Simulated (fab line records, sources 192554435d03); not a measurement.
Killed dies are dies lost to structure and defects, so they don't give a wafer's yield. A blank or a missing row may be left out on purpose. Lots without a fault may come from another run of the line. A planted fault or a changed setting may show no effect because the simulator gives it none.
Split-lot experiment | flow n5_finfet | 7 lots, 39 wafers read, on a route of 1938 steps

THE SPLIT
At N5_FIN_SAQP_SPACER2_ALD_28 (deposits SiO2, target thk 8.1 nm, pulse time 1 s, purge time 2 s), the setting target_thk_a was moved away from the recipe's 81 angstrom on 12 of the 39 wafers read, by -13.7% to +14.1%. The other wafers ran this setting at the recipe's value.

FROM THE SPLIT TO THE READING: what the file shows between them, 8 steps
- N5_FIN_SAQP_SPACER2_ETCHBACK_29: etches SiO2 in CHF3/O2, target depth 12.2 nm, time 6.1 s
- N5_FIN_SAQP_MANDREL2_REMOVE_60: chemistry HBr/Cl2/O2, target a-Si, stops on SiNx, bt time 10 s
- N5_FIN_SAQP_CD_MEAS_31: target cd 8 nm
- N5_FIN_SAQP_HM_OPEN_33: chemistry CH3F/O2, target SiNx, target depth 49.4 nm, time 70.6 s
- N5_FIN_SAQP_ETCH_34: etches SiO2 in C4F6/O2, target depth 45 nm, time 15 s
- N5_FIN_SAQP_STRIP_77: strips in N2/H2, time 90 s
- N5_FIN_SAQP_ETCH_64: etches SiO2 in CF4, target depth 1.5 nm
- N5_FIN_SAQP_FIN_ETCH_36: etches the open film in HBr/Cl2/O2, target depth 120 nm, time 50.4 s

THE READING
cd_nm, in nm, at N5_FIN_SAQP_CD_MEAS_37 (target cd 8 nm). Fault-free wafers of this fab line usually give 8.16 nm, standard deviation 0.24 nm.

wafer  | tool, chamber at the split | target_thk_a as run, angstrom | against the recipe | cd_nm, nm | against lot-mates on the recipe
L074.1 | ald_sin-04, 2,3,0          | 76.21                         | -5.9%              | 7.01      | -0.90
L074.2 | ald_sin-04, 1,0,1          | 81                            | recipe             | 7.70      | -
L074.3 | ald_sin-04, 2,3,0          | 76.21                         | -5.9%              | 7.66      | -0.25
L074.4 | ald_sin-04, 1,0,1          | 81                            | recipe             | 8.04      | -
L074.5 | ald_sin-04, 1,0,1          | 81                            | recipe             | 7.99      | -
L074.6 | ald_sin-04, 2,3,0          | 76.21                         | -5.9%              | 7.59      | -0.32
L079.1 | ald_sin-03, 2,1,0          | 81                            | recipe             | 8.48      | -
L079.2 | ald_sin-03, 3,0,1          | 92.45                         | +14.1%             | 9.28      | +1.07
L079.3 | ald_sin-03, 3,0,1          | 92.45                         | +14.1%             | 9.35      | +1.14
L079.4 | ald_sin-03, 3,0,1          | 92.45                         | +14.1%             | 9.06      | +0.85
L079.5 | ald_sin-03, 2,1,0          | 81                            | recipe             | 8.05      | -
L079.6 | ald_sin-03, 2,1,0          | 81                            | recipe             | 8.11      | -
L081.1 | ald_sin-03, 3,0            | 77.09                         | -4.8%              | 7.75      | -0.57
L081.2 | ald_sin-03, 1              | 81                            | recipe             | 8.45      | -
L081.3 | ald_sin-03, 2,1            | 81                            | recipe             | 8.02      | -
L081.4 | ald_sin-03, 3,0            | 77.09                         | -4.8%              | 8.17      | -0.15
L081.5 | ald_sin-03, 2,1            | 81                            | recipe             | 8.48      | -
L081.6 | ald_sin-03, 2              | 77.09                         | -4.8%              | 8.09      | -0.23
L082.1 | ald_sin-03, 3,2,1,0,1      | 81                            | recipe             | 8.27      | -
L082.2 | ald_sin-03, 3,2,1,0,1      | 81                            | recipe             | 8.59      | -
L082.3 | ald_sin-03, 0              | 81                            | recipe             | 8.24      | -
L082.4 | ald_sin-03, 3,2,1,0,1      | 81                            | recipe             | 8.41      | -
L082.5 | ald_sin-03, 3,2,1,0,1      | 81                            | recipe             | 8.04      | -
L082.6 | ald_sin-03, 3,2,1,0,1      | 81                            | recipe             | 8.20      | -
L087.1 | ald_sin-01, 3,1,0,2,0,3    | 81                            | recipe             | 8.20      | -
L087.2 | ald_sin-01, 3,1,0,2,0,3    | 81                            | recipe             | 8.16      | -
L087.3 | ald_sin-01, 3,1,0,2,0,3    | 81                            | recipe             | 8.22      | -
L087.4 | ald_sin-01, 3,1,0,2,0,3    | 81                            | recipe             | 8.31      | -
L087.5 | ald_sin-01, 3,1,0,2,0,3    | 81                            | recipe             | 8.36      | -
L087.6 | ald_sin-01, 3,1,0,2,0,3    | 81                            | recipe             | 8.10      | -
L092.1 | ald_sin-04, 1              | 81                            | recipe             | 8.58      | -
L092.4 | ald_sin-04, 2,1            | 81                            | recipe             | 8.04      | -
L092.6 | ald_sin-04, 2,1            | 81                            | recipe             | 8.34      | -
L097.1 | ald_sin-04, 0,3,2          | 81                            | recipe             | 8.22      | -
L097.2 | ald_sin-04, 0,3,2          | 81                            | recipe             | 8.22      | -
L097.3 | ald_sin-04, 1,0,3          | 69.89                         | -13.7%             | 7.33      | -0.84
L097.4 | ald_sin-04, 0,3,2          | 81                            | recipe             | 8.06      | -
L097.5 | ald_sin-04, 1,0,3          | 69.89                         | -13.7%             | 7.03      | -1.14
L097.6 | ald_sin-04, 1,0,3          | 69.89                         | -13.7%             | 7.03      | -1.14
Where a row lists several chambers, the file gives one row for several wafers and doesn't say which wafer went through which chamber.

THE FIT
A straight line over all 39 wafers: cd_nm changes by +0.0779 nm for each +1% of target_thk_a; r = +0.90; the points scatter about the line by 0.23 nm.
The same after taking each lot's own level away (the mean of its wafers on the recipe; 39 wafers): +0.0738 nm for each +1%; r = +0.93; scatter 0.18 nm.
On that fit, the largest move of target_thk_a shifts the reading by 1 nm.
The lots' own levels span 7.910 to 8.320 nm, that is 1.7 times the standard deviation above.
So the lot-to-lot level changes the slope little: the two slopes agree.
Check: with one of the wafers moved furthest among these (+14.1%) left out of the fit, the line predicts +1.03 nm for it against its lot-mates. It came out at +1.07 nm against them.

THE WHOLE CHAIN: every reading that the file lists as answering this split, in the file's order
step                           | what it does                                                      | reading                                                                                 | change (the file's fit)                | r (the file's)
N5_FIN_SAQP_SPACER2_ALD_28     | deposits SiO2, target thk 8.1 nm, pulse time 1 s, purge time 2 s  | SiO2_of_FIN_SAQP_SPACER2_ALD_28.thk_nm (the simulator's own value, which no gauge read) | +0.074 nm for each +1% of the setting  | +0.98
N5_FIN_SAQP_MANDREL2_REMOVE_60 | chemistry HBr/Cl2/O2, target a-Si, stops on SiNx, bt time 10 s    | FIN_SAQP.cd_nm (the simulator's own value, which no gauge read)                         | +0.076 nm for each +1% of the setting  | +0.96
N5_FIN_SAQP_CD_MEAS_31         | target cd 8 nm                                                    | cd_nm                                                                                   | +0.0665 nm for each +1% of the setting | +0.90
N5_FIN_SAQP_HM_OPEN_33         | chemistry CH3F/O2, target SiNx, target depth 49.4 nm, time 70.6 s | FIN_SAQP.cd_nm (the simulator's own value, which no gauge read)                         | +0.0772 nm for each +1% of the setting | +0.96
N5_FIN_SAQP_ETCH_64            | etches SiO2 in CF4, target depth 1.5 nm                           | FIN_SAQP.cd_nm (the simulator's own value, which no gauge read)                         | +0.0795 nm for each +1% of the setting | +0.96
N5_FIN_SAQP_CD_MEAS_37         | target cd 8 nm                                                    | cd_nm                                                                                   | +0.0739 nm for each +1% of the setting | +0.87

THE FILE'S OWN FIT
cd_nm changes by +0.0739 nm for each +1% of target_thk_a, r = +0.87.
